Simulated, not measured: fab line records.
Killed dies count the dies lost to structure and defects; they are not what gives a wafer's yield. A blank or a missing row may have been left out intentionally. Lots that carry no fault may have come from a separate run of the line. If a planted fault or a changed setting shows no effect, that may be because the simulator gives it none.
fab line records | flow nandHarc
record lots=6 wafers=18 lastDay=32
route steps=1302 shown A_CONTACT@1016 END@1302
lots that met no fault: taken from a fault-free run of the same line
startH: start of the lot's first displayed wafer, in hours after the record's first day | waitH: hours elapsed since this lot's preceding step | " as in the row above | L1.1+2: a row that stands for several wafers | - no value, or no start given | * or withheld: withheld | < > ~ a bound
route shown NAME@n: names a module that has steps shown in the file, with the first one's number in the route | usual: mean and standard deviation over wafers with no fault | same: alike in all rows | chamber/n: place in a boat | sites: the reading at each site | _std_site: standard deviation across them | _edge_site: the outer-site mean with the inner-site mean subtracted | radiusMm: for every site, how far away it sits from the centre of the wafer | mask NAME#n: copy n | behind: the last tool/chamber to shape the wafer | hold: why the lot was held/for how many hours/how that ended | device: the transistor (n, p or np) that didn't switch | end of line: tests of these same wafers at the route's end | a step given without rows: its recipe and nothing more | killed: count of dies lost to structure and defects at first sort (not the wafer's yield) | map: shows each die of a wafer: x if killed, . if not, _ if none is there
set.NAME: the run value of the setting; set.NAME@STEP: its run value at that earlier step | model.NAME: the simulator's own value behind a step, which no gauge read
lots seen at some steps along the route; tables by step, rows by wafer
services: when a tool's chamber went out of use (startH, in hours from the record's first day, below 0 if earlier), for how many hours, and the reason
## steps
# step NHARC_A_CONTACT_ETCH_122
# recipe sourceW=withheld pressureMtorr=20 biasV=3000 timeS=190 targetDepthA=18500 arFlowSccm=withheld c4f8FlowSccm=withheld o2FlowSccm=withheld chemistry=C4F8/O2/Ar
# columns lot.wafer tool chamber startH waitH rfHoursCounterH
L295.3 harCapEtch-02 0 521.55 0.1 -
L295.4 " 1 " " -
L295.5 " 0 " " -
L296.1 harCapEtch-01 0 557.05 0.1 8
L296.4 " 0 " " -
L296.3 " 1 " " -
L304.1 harCapEtch-01 0 616.84 0.1 19
L304.4 " 1 " " -
L304.3 " 0 " " -
L302.3 harCapEtch-02 0 619.41 0.1 -
L302.4 " 1 " " -
L302.6 " 1 " " -
L308.4 harCapEtch-02 0 688.05 0.1 -
L308.5 " 1 " " -
L308.6 " 0 " " -
L311.2 harCapEtch-01 0 704.11 0.1 36
L311.4 " 0 " " -
L311.5 " 0 " " -
# step NHARC_A_CONTACT_ETCH_123
# recipe sourceW=withheld pressureMtorr=20 biasV=400 timeS=490 targetDepthA=21100 arFlowSccm=withheld c4f8FlowSccm=11.5 o2FlowSccm=7.2 chemistry=C4F8/O2/Ar
# columns lot.wafer tool chamber startH waitH rfHoursCounterH
L295.3 harCapEtch-02 0 521.83 0.3 -
L295.4 " 1 " " -
L295.5 " 0 " " -
L296.1 harCapEtch-01 0 557.22 0.1 9
L296.4 " 0 " " -
L296.3 " 1 " " -
L304.1 harCapEtch-01 0 617.07 0.2 19
L304.4 " 1 " " -
L304.3 " 0 " " -
L302.3 harCapEtch-02 0 619.70 0.3 -
L302.4 " 1 " " -
L302.6 " 1 " " -
L308.4 harCapEtch-02 0 688.39 0.3 -
L308.5 " 1 " " -
L308.6 " 0 " " -
L311.2 harCapEtch-01 0 704.34 0.2 36
L311.4 " 0 " " -
L311.5 " 0 " " -
# step NHARC_A_CONTACT_ETCH_90
# recipe targetDepthA=400 overEtchFrac=0.5 timeS=85.7 ionEnergyEv=120 ch3fFlowSccm=50 o2FlowSccm=30 arFlowSccm=200 rfW=500 biasW=100 chemistry=CH3F/O2
# step NHARC_A_CONTACT_ETCH_96
# recipe targetDepthA=200 overEtchFrac=0.5 timeS=10 ionEnergyEv=250 c4f6FlowSccm=25 o2FlowSccm=20 arFlowSccm=500 rfW=600 biasW=500 chemistry=C4F6/O2
# usual drypumpMotorCurrentA=5.8/0.56 oesProductAu=0.963/0.027 rfVppV=546/3.1 showerheadPlenumPTorr=3.88/0.15 throttleValvePct=26.903/0.009
# same overEtchFrac=0.5
# columns lot.wafer tool chamber startH waitH drypumpMotorCurrentA oesProductAu rfHoursCounterH rfVppV showerheadPlenumPTorr throttleValvePct
L295.3 rieDiel-11 3 - - 5.2 1.000 18 550 4.07 26.892
L295.4 " 0 " " 6.0 1.013 12 547 3.86 26.909
L295.5 " 3 " " 5.2 1.005 - 550 4.07 26.902
L296.4 rieDiel-11 3 - - 5.2 0.948 25 549 4.06 26.921
L296.1 " 0 " " 6.0 0.962 18 546 3.86 26.890
L296.3 " 1 " " 5.4 0.949 19 547 3.88 26.910
L304.4 rieDiel-10 1 - - 6.5 0.949 4 546 3.88 26.918
L304.3 " 2 " " 6.1 0.950 4 551 4.11 26.899
L304.1 " 3 " " 4.7 0.945 4 548 3.86 26.889
L302.3 rieDiel-11 3 620.67 0.1 5.2 1.004 1 549 4.06 26.899
L302.4 " 3 " " 5.2 1.018 - 552 4.05 26.909
L302.6 " 0 " " 6.0 1.003 - 546 3.85 26.901
L308.4 rieDiel-11 1 - - 5.4 0.929 9 546 3.87 26.901
L308.5 " 3 " " 5.2 0.954 - 550 4.05 26.905
L308.6 " 0 " " 6.0 0.939 - 547 3.84 26.895
L311.2 rieDiel-10 0 - - 5.4 0.949 34 546 3.89 26.909
L311.4 " 2 " " 6.1 0.941 39 550 4.09 26.898
L311.5 " 3 " " 4.7 0.964 - 546 3.85 26.912
# step NHARC_A_CONTACT_CD_MEAS_53
# usual cdNm=289.4/0.94
# columns lot.wafer tool chamber startH waitH cdNm
L295.3 cdSem-01 - 522.85 - 289.0
L295.4 " - " " 288.5
L295.5 " - " " 288.1
L296.1 cdSem-01 - 558.42 - 290.4
L296.3 " - " " 291.3
L296.4 " - " " 290.4
L304.1 cdSem-02 - 618.19 - 290.5
L304.3 " - " " 290.5
L304.4 " - " " 289.9
L302.3 cdSem-03 - 620.76 - 289.0
L302.4 " - " " 289.3
L302.6 " - " " 289.2
L308.4 cdSem-01 - 689.33 - 290.3
L308.5 " - " " 290.7
L308.6 " - " " 289.5
L311.2 cdSem-01 - 705.44 - 288.3
L311.4 " - " " 288.7
L311.5 " - " " 288.9
# step NHARC_A_CONTACT_STRIP_99
# recipe n2FlowSccm=150 h2FlowSccm=150 arFlowSccm=0 biasW=0 chemistry=N2/H2
# step NHARC_A_CONTACT_STRIP_100
# recipe cf4FlowSccm=100 chf3FlowSccm=30 arFlowSccm=0 biasW=0 chemistry=CF4/CHF3
# step NHARC_A_CONTACT_STRIP_101
# recipe o2FlowSccm=400 cosFlowSccm=20 arFlowSccm=0 biasW=0 chemistry=O2/COS
# step NHARC_A_CONTACT_ETCH_102
# recipe targetDepthA=1000 overetchA=100 timeS=55 ionEnergyEv=100 cf4FlowSccm=80 o2FlowSccm=20 arFlowSccm=0 rfW=300 biasW=100 chemistry=CF4/O2
# step NHARC_A_CONTACT_STRIP_55
# recipe o2FlowSccm=500 arFlowSccm=0 biasW=0 chemistry=O2
# step NHARC_A_CONTACT_STRIP_56
# recipe timeS=600 tempC=30 chemistry=postEtchResidueRemover
# step NHARC_A_CONTACT_DEP_57
# recipe targetThkA=53000 tempC=400 material=aC
# usual throttleValvePct=35.000/0.009
# columns lot.wafer tool chamber startH waitH throttleValvePct
L295.3 aclDep-03 0 525.65 - 34.987
L295.4 " 0 " " 34.998
L295.5 " 0 " " 34.995
L296.1 aclDep-03 0 562.07 - 35.007
L296.3 " 0 563.14 - 35.024
L296.4 " 0 " " 35.005
L304.1 aclDep-02 0 620.03 - 34.997
L304.3 " 0 621.10 - 34.991
L304.4 " 0 " " 34.999
L302.3 aclDep-01 0 625.86 - 34.994
L302.4 " 0 " " 35.003
L302.6 " 0 627.49 - 35.006
L308.4 aclDep-02 0 691.87 - 35.015
L308.5 " 0 " " 35.000
L308.6 " 0 " " 34.988
L311.2 aclDep-01 0 707.55 - 34.987
L311.4 " 0 708.61 - 35.013
L311.5 " 0 " " 34.997
# step NHARC_A_CONTACT_DEP_58
# recipe targetThkA=900 targetThkNm=90 tempC=400 pressureTorr=3.5 flowSccm=200 rfW=350 material=SiON
# usual heaterPowerW=742/79
# columns lot.wafer tool chamber startH waitH heaterPowerW
L295.3 pecvd-04 2 527.84 1.7 675
L295.5 " 2 " " 693
L295.4 " 1 " " 853
L296.3 pecvd-02 2 565.30 1.6 851
L296.1 " 0 " " 688
L296.4 " 0 " " 696
L304.1 pecvd-04 2 623.28 2.7 754
L304.3 " 0 " " 774
L304.4 " 1 " " 821
L302.3 pecvd-04 0 628.08 1.7 641
L302.4 " 2 " " 764
L302.6 " 1 " " 910
L308.6 pecvd-04 0 693.60 0.1 671
L308.5 " 1 " " 875
L308.4 " 2 " " 763
L311.2 pecvd-03 0 710.23 2.1 639
L311.5 " 0 " " 647
L311.4 " 1 " " 721
# step NHARC_A_CONTACT_DEHYDRATE_59
# recipe tempC=150 timeS=120
# step NHARC_A_CONTACT_HMDS_60
# recipe timeS=30
# step NHARC_A_CONTACT_COAT_61
# recipe tempC=260 timeS=75
# step NHARC_A_CONTACT_COAT_62
# recipe tempC=225 timeS=65
# step NHARC_A_CONTACT_COAT_63
# recipe spinRpm=1500 resistThkNm=90
# step NHARC_A_CONTACT_SOFTBAKE_64
# recipe tempC=105 timeS=55
# step NHARC_A_CONTACT_EBR_65
# step NHARC_A_CONTACT_EXPOSE_66
# recipe na=1.35 sigmaOuter=0.8 doseMj=59.02 maskId=A_CC_2
# step NHARC_A_CONTACT_PEB_67
# recipe pebTempC=100 pebTimeS=65
# step NHARC_A_CONTACT_DEVELOP_68
# recipe developTimeS=35 devTempC=23
# step NHARC_A_CONTACT_CD_MEAS_69
# recipe targetCdNm=300 landingEnergyEv=500
# usual cdNm=300.0/0.54
# columns lot.wafer tool chamber startH waitH cdNm
L295.3 cdSem-03 0 528.57 - 300.2
L295.4 " 0 " " 299.9
L295.5 " 0 " " 299.7
L296.1 cdSem-01 0 566.03 - 299.9
L296.3 " 0 " " 300.3
L296.4 " 0 " " 299.7
L304.1 cdSem-01 0 623.85 - 299.8
L304.3 " 0 " " 299.8
L304.4 " 0 " " 300.0
L302.3 cdSem-01 0 628.78 - 301.4
L302.4 " 0 " " 301.3
L302.6 " 0 " " 301.1
L308.4 cdSem-01 0 694.24 - 300.3
L308.5 " 0 " " 300.1
L308.6 " 0 " " 300.4
L311.2 cdSem-01 0 710.95 - 299.7
L311.4 " 0 " " 299.7
L311.5 " 0 " " 299.4
# step NHARC_A_CONTACT_OVL_MEAS_70
# usual overlayXNm=0.1/0.73 overlayYNm=0.1/0.76
# columns lot.wafer tool chamber startH waitH overlayXNm overlayYNm
L295.3 overlay-01 - 528.65 - 0.4 1.0
L295.4 " - " " 0.2 1.1
L295.5 " - " " 0.7 0.7
L296.1 overlay-01 - 566.11 - 0.8 -0.6
L296.3 " - " " 0.1 -0.4
L296.4 " - " " 0.6 -0.4
L304.1 overlay-01 - 623.94 - -0.2 0.1
L304.3 " - " " -0.5 -0.5
L304.4 " - " " -0.2 -0.4
L302.3 overlay-01 - 628.86 - -1.4 0.0
L302.4 " - " " -1.3 -0.1
L302.6 " - " " -1.6 -0.3
L308.4 overlay-02 - 694.32 - 1.1 -0.9
L308.5 " - " " 0.8 -0.7
L308.6 " - " " 0.6 -0.8
L311.2 overlay-02 - 711.04 - -0.8 0.5
L311.4 " - " " -1.1 0.2
L311.5 " - " " -0.1 0.6
# step NHARC_A_CONTACT_INSPECT_71
# usual rawDefectCount=81/37
# columns lot.wafer tool chamber startH waitH rawDefectCount
L295.3 defectInspect-01 - 528.69 0.0 96
L295.4 " - " " 89
L295.5 " - " " 100
L296.1 defectInspect-01 - 566.15 0.0 61
L296.3 " - " " 64
L296.4 " - " " 71
L304.1 defectInspect-01 - 623.98 0.0 663
L304.3 " - " " 169
L304.4 " - " " 151
L302.3 defectInspect-01 - 628.90 0.0 21
L302.4 " - " " 525
L302.6 " - " " 23
L308.4 defectInspect-02 - 694.36 0.0 62
L308.5 " - " " 59
L308.6 " - " " 47
L311.2 defectInspect-01 - 711.07 0.0 75
L311.4 " - " " 74
L311.5 " - " " 61
# step NHARC_A_CONTACT_DESCUM_74
# recipe timeS=3 o2FlowSccm=200 arFlowSccm=0 biasPowerW=0 chemistry=O2
# usual drypumpMotorCurrentA=5.8/0.57 oesProductAu=1.002/0.01 rfVppV=57.6/0.89 showerheadPlenumPTorr=1.88/0.073 throttleValvePct=11.311/0.0096
# columns lot.wafer tool chamber startH waitH drypumpMotorCurrentA oesProductAu rfHoursCounterH rfVppV showerheadPlenumPTorr throttleValvePct
L295.4 rieDiel-03 3 528.76 0.1 5.9 0.991 16 56.5 1.98 11.315
L295.3 " 0 " " 6.0 1.008 15 56.6 1.79 11.308
L295.5 " 1 " " 5.7 0.992 - 58.3 1.81 11.300
L296.3 rieDiel-11 0 566.22 0.1 6.0 1.022 20 57.4 1.88 11.301
L296.4 " 1 " " 5.3 1.008 20 57.8 1.89 11.319
L296.1 " 2 " " 6.6 1.012 22 57.7 1.78 11.315
L304.3 rieDiel-11 0 624.04 0.1 6.0 0.998 1 56.9 1.87 11.312
L304.1 " 2 " " 6.6 0.997 1 56.6 1.78 11.305
L304.4 " 2 " " 6.6 1.009 - 58.8 1.78 11.324
L302.3 rieDiel-11 0 628.98 0.1 6.0 1.003 3 58.2 1.87 11.301
L302.4 " 2 " " 6.7 1.015 - 56.7 1.78 11.309
L302.6 " 0 " " 6.0 1.005 - 57.2 1.87 11.306
L308.4 rieDiel-11 2 694.44 0.1 6.6 1.016 19 58.4 1.77 11.307
L308.5 " 0 " " 6.0 0.997 - 58.0 1.87 11.308
L308.6 " 1 " " 5.4 0.992 - 58.1 1.88 11.313
L311.2 rieDiel-11 0 711.13 0.1 6.0 1.002 23 56.6 1.87 11.322
L311.4 " 2 " " 6.6 1.016 23 57.8 1.77 11.321
L311.5 " 1 " " 5.4 0.997 - 58.3 1.88 11.302
# step NHARC_END_SORT_01
# recipe tempC=25
# usual killedAtArray=57/20 killedAtOther=1.3/1.4 killedAtPeriphery=3.4/2.4 killedDies=61/19 killedOpen=2.9/1.8 killedShort=2.5/1.6
# same grossDies=677
# columns lot.wafer tool chamber startH waitH killedAtArray killedAtOther killedAtPeriphery killedDies killedOpen killedShort
L295.3 prober-02 0 590.54 3.1 65 0 3 68 2 1
L295.4 prober-02 0 591.32 3.4 70 0 3 73 3 2
L295.5 prober-02 0 592.11 3.6 78 0 4 82 4 6
L296.1 prober-01 0 627.65 2.5 53 4 5 62 3 4
L296.3 prober-01 0 629.24 3.1 54 0 7 61 6 2
L296.4 prober-01 0 630.04 3.4 48 2 5 55 2 0
L304.1 prober-02 0 679.94 2.5 128 1 2 131 1 1
L304.3 prober-02 0 681.56 3.1 100 1 1 102 3 2
L304.4 prober-02 0 682.37 3.4 103 0 0 103 1 2
L302.3 prober-02 0 692.31 3.1 32 2 5 39 3 2
L302.4 prober-02 0 693.11 3.4 72 3 6 81 4 3
L302.6 prober-02 0 694.71 4.0 29 6 2 37 6 2
L308.4 prober-01 0 764.26 3.4 50 1 8 59 5 5
L308.5 prober-01 0 765.05 3.7 38 1 10 49 2 4
L308.6 prober-01 0 765.83 3.9 28 2 12 42 1 1
# killed by level:class
L295.3 A_SLIT:chamberFilmFlake=30 A_CHANNEL_HOLE_D1:chamberFilmFlake=25 A_CHANNEL_HOLE_D2:chamberFilmFlake=6 P_STI:chamberFilmFlake=2 A_CHANNEL_HOLE_D2:geometricParticle:open=1 A_WL_FILL:geometricParticle:short=1 A_M0:geometricParticle:open=1 P_ZERO_WELL:chamberFilmFlake=1
L295.4 A_CHANNEL_HOLE_D1:chamberFilmFlake=32 A_SLIT:chamberFilmFlake=26 A_CHANNEL_HOLE_D2:chamberFilmFlake=6 A_CONTACT:geometricParticle:open=2 P_GATE:geometricParticle:open=1 A_CHANNEL_FILL_D1:geometricParticle:short=1 A_CHANNEL_HOLE_D2:geometricParticle:short=1 P_ZERO_WELL:chamberFilmFlake=1
L295.5 A_CHANNEL_HOLE_D1:chamberFilmFlake=34 A_SLIT:chamberFilmFlake=27 A_CHANNEL_HOLE_D2:chamberFilmFlake=6 A_CONTACT:chamberFilmFlake=2 P_GATE:geometricParticle:short=1 P_GATE:geometricParticle:open=1 P_M0:geometricParticle:short=1 A_CHANNEL_FILL_D1:geometricParticle:open=1
L296.1 A_SLIT:chamberFilmFlake=26 A_CHANNEL_HOLE_D2:chamberFilmFlake=10 P_BONDPAD:chamberFilmFlake=5 A_STAIRCASE:chamberFilmFlake=5 THIN_TSV:chamberFilmFlake=4 A_CHANNEL_FILL_D1:chamberFilmFlake=2 A_CHANNEL_HOLE_D1:geometricParticle:open=1 A_CHANNEL_FILL_D1:geometricParticle:open=1
L296.3 A_SLIT:chamberFilmFlake=30 A_CHANNEL_HOLE_D2:chamberFilmFlake=10 A_CHANNEL_HOLE_D1:chamberFilmFlake=3 A_CHANNEL_FILL_D1:geometricParticle:short=2 P_BONDPAD:chamberFilmFlake=2 A_STAIRCASE:chamberFilmFlake=2 A_WL_FILL:chamberFilmFlake=2 P_GATE:geometricParticle:open=1
L296.4 A_SLIT:chamberFilmFlake=31 A_CHANNEL_HOLE_D2:chamberFilmFlake=9 P_BONDPAD:chamberFilmFlake=4 A_CHANNEL_HOLE_D1:chamberFilmFlake=3 A_CHANNEL_FILL_D1:chamberFilmFlake=3 THIN_TSV:chamberFilmFlake=2 A_ONON_D2:geometricParticle:open=1 A_M0:geometricParticle:open=1
L304.1 A_CONTACT:unspecified=53 A_SLIT:chamberFilmFlake=29 A_CHANNEL_HOLE_D1:chamberFilmFlake=22 A_CHANNEL_HOLE_D2:chamberFilmFlake=12 A_SGD_CUT:chamberFilmFlake=5 A_WL_FILL:chamberFilmFlake=3 A_M1:chamberFilmFlake=2 P_CONTACT:geometricParticle:open=1
L304.3 A_SLIT:chamberFilmFlake=35 A_CHANNEL_HOLE_D1:chamberFilmFlake=27 A_CHANNEL_HOLE_D2:chamberFilmFlake=24 A_SGD_CUT:chamberFilmFlake=5 P_CONTACT:geometricParticle:open=1 A_ONON_D1:geometricParticle:short=1 A_DECK1_JOINT:geometricParticle:open=1 A_DECK1_JOINT:geometricParticle:short=1
L304.4 A_CHANNEL_HOLE_D1:chamberFilmFlake=38 A_SLIT:chamberFilmFlake=32 A_CHANNEL_HOLE_D2:chamberFilmFlake=15 A_SGD_CUT:chamberFilmFlake=4 A_WL_FILL:chamberFilmFlake=4 A_STAIRCASE:chamberFilmFlake=2 A_CONTACT:chamberFilmFlake=2 A_M1:chamberFilmFlake=2
L302.3 A_CONTACT:chamberFilmFlake=11 A_CHANNEL_HOLE_D1:chamberFilmFlake=8 A_SLIT:chamberFilmFlake=7 A_WL_FILL:geometricParticle:short=2 P_GATE:chamberFilmFlake=2 P_M2:chamberFilmFlake=2 A_STAIRCASE:chamberFilmFlake=2 THIN_TSV:chamberFilmFlake=2
L302.4 A_CONTACT:unspecified=49 A_CHANNEL_HOLE_D1:chamberFilmFlake=6 A_CONTACT:chamberFilmFlake=6 P_GATE:chamberFilmFlake=5 A_CHANNEL_FILL_D2:geometricParticle:open=3 THIN_TSV:chamberFilmFlake=3 A_CHANNEL_HOLE_D2:geometricParticle:short=1 A_STAIRCASE:geometricParticle:open=1
L302.6 A_CHANNEL_HOLE_D1:chamberFilmFlake=5 A_SLIT:chamberFilmFlake=5 A_CONTACT:chamberFilmFlake=5 THIN_TSV:chamberFilmFlake=5 A_STAIRCASE:chamberFilmFlake=3 A_M0:geometricParticle:open=2 A_CHANNEL_FILL_D2:chamberFilmFlake=2 A_WL_FILL:chamberFilmFlake=2
L308.4 A_CHANNEL_HOLE_D1:chamberFilmFlake=29 A_SLIT:chamberFilmFlake=8 A_CONTACT:chamberFilmFlake=3 A_DECK1_JOINT:geometricParticle:short=2 A_CHANNEL_FILL_D2:geometricParticle:open=2 P_GATE:chamberFilmFlake=2 P_M0:chamberFilmFlake=2 P_CONTACT:geometricParticle:open=1
L308.5 A_CHANNEL_HOLE_D1:chamberFilmFlake=23 A_CONTACT:chamberFilmFlake=5 P_STI:chamberFilmFlake=3 P_ZERO_WELL:chamberFilmFlake=2 P_GATE:chamberFilmFlake=2 P_M0:chamberFilmFlake=2 A_SLIT:chamberFilmFlake=2 A_SOURCE_PLATE:geometricParticle:short=1
L308.6 A_CHANNEL_HOLE_D1:chamberFilmFlake=19 P_GATE:chamberFilmFlake=6 A_SLIT:chamberFilmFlake=4 A_CONTACT:chamberFilmFlake=3 P_ZERO_WELL:chamberFilmFlake=2 THIN_TSV:chamberFilmFlake=2 A_DECK1_JOINT:geometricParticle:short=1 A_M0:geometricParticle:open=1
## services
# columns tool chamber startH hours kind
harCapEtch-01 - 498.91 17.0 pm
rieDiel-10 1 506.13 3.3 repair
rieDiel-11 0 515.04 - clean
rieDiel-11 1 515.04 - clean
rieDiel-11 2 515.04 - clean
rieDiel-11 3 515.04 - clean
harCapEtch-02 - 517.24 0.6 repair
rieDiel-11 1 543.25 4.5 repair
pecvd-03 - 547.04 13.0 pm
rieDiel-10 3 552.44 4.8 repair
aclDep-01 - 557.67 13.0 pm
pecvd-04 - 562.61 0.5 repair
rieDiel-10 1 565.58 7.9 repair
pecvd-02 - 589.55 13.0 pm
rieDiel-10 - 596.61 9.0 pm
aclDep-02 - 607.03 13.0 pm
rieDiel-11 - 610.24 9.0 pm
rieDiel-03 - 628.03 1.5 repair
pecvd-04 - 631.26 13.0 pm
rieDiel-11 3 635.16 5.8 repair
rieDiel-03 - 636.60 9.0 pm
pecvd-03 - 656.17 0.4 repair
pecvd-04 - 659.93 0.5 repair
aclDep-03 - 665.31 13.0 pm
## key
firstSign step=NHARC_A_CONTACT_INSPECT_71 reading=rawDefectCount direction=up sigmas=14 usual=81 struck=594
moreKillsBornAt NHARC_A_CONTACT_DEP_58@pecvd-04=102
metAt NHARC_A_CONTACT_DEP_58
struckWafers L302.4,L304.1
testerLeftOut L302,L304
onsetBetween 527.84 623.28
fault kind=chamberParticleSource tool=pecvd-04 chamber=2 onsetH=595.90 steps=NHARC_A_CONTACT_DEP_58 ratePerVisitCm2=0.74907 endH=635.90
# testerLeftOut: of these lots the tester's yield and bins aren't shown, on N5 and GAA mostly nor the transistor test; their killed dies are dies lost to structure and defects alone, not to doping, threshold or leakage, so they don't give the yield
